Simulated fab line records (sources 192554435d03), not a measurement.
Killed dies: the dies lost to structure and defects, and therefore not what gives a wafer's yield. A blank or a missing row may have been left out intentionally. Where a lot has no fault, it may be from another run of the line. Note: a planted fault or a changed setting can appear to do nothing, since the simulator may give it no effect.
Chamber matching ; flow n5 finfet ; N5_DUMMY_GATE_ETCH_36 on rie diel-02: 4 sister chambers
The step etches SiARC in CF4, target depth 13 nm. 8 wafers are shown with their chamber, then 12 later ones without.

WAFERS WITH THEIR CHAMBER
wafer;chamber;drypump motor current A (A);showerhead plenum p Torr (Torr)
L085.5;1;5.4;2.17
L085.6;0;5.2;2.12
L086.1;2;6.6;2.20
L086.2;3;6.6;2.27
L086.5;3;6.6;2.27
L090.1;0;5.1;2.12
L090.2;1;5.4;2.17
L090.6;2;6.6;2.19

WAFERS WITHOUT THEIR CHAMBER
wafer;drypump motor current A (A);showerhead plenum p Torr (Torr)
L093.1;6.6;2.19
L093.3;6.6;2.26
L093.4;5.4;2.17
L095.2;5.1;2.12
L095.4;5.4;2.16
L095.5;5.1;2.12
L094.1;5.1;2.12
L094.3;5.4;2.16
L094.6;5.4;2.16
L097.1;5.1;2.12
L097.4;6.6;2.19
L097.6;6.6;2.26

WHICH CHAMBER EACH WENT THROUGH
wafer;from the rows above;in truth
L093.1;2;2
L093.3;3;3
L093.4;1;1
L095.2;0;0
L095.4;1;1
L095.5;0;0
L094.1;0;0
L094.3;1;1
L094.6;1;1
L097.1;0;0
L097.4;2;2
L097.6;3;3
12 of 12 placed correctly. Not placeable from these rows: 0. 0 placed wrongly.
How it was worked out, from the rows above alone: a wafer's distance from a chamber is the root of the sum, over the readings, of the square of ((its reading less the chamber's mean) divided by the reading's scatter). If the next closest chamber is less than 2 further off than the closest, the wafer can't be placed; otherwise it belongs to the closest. A chamber's mean is the mean of its shown wafers. How the scatter is found: for the shown wafers, subtract from each reading the mean of its chamber, square and add these, divide the total by (wafers less chambers), then take the root.
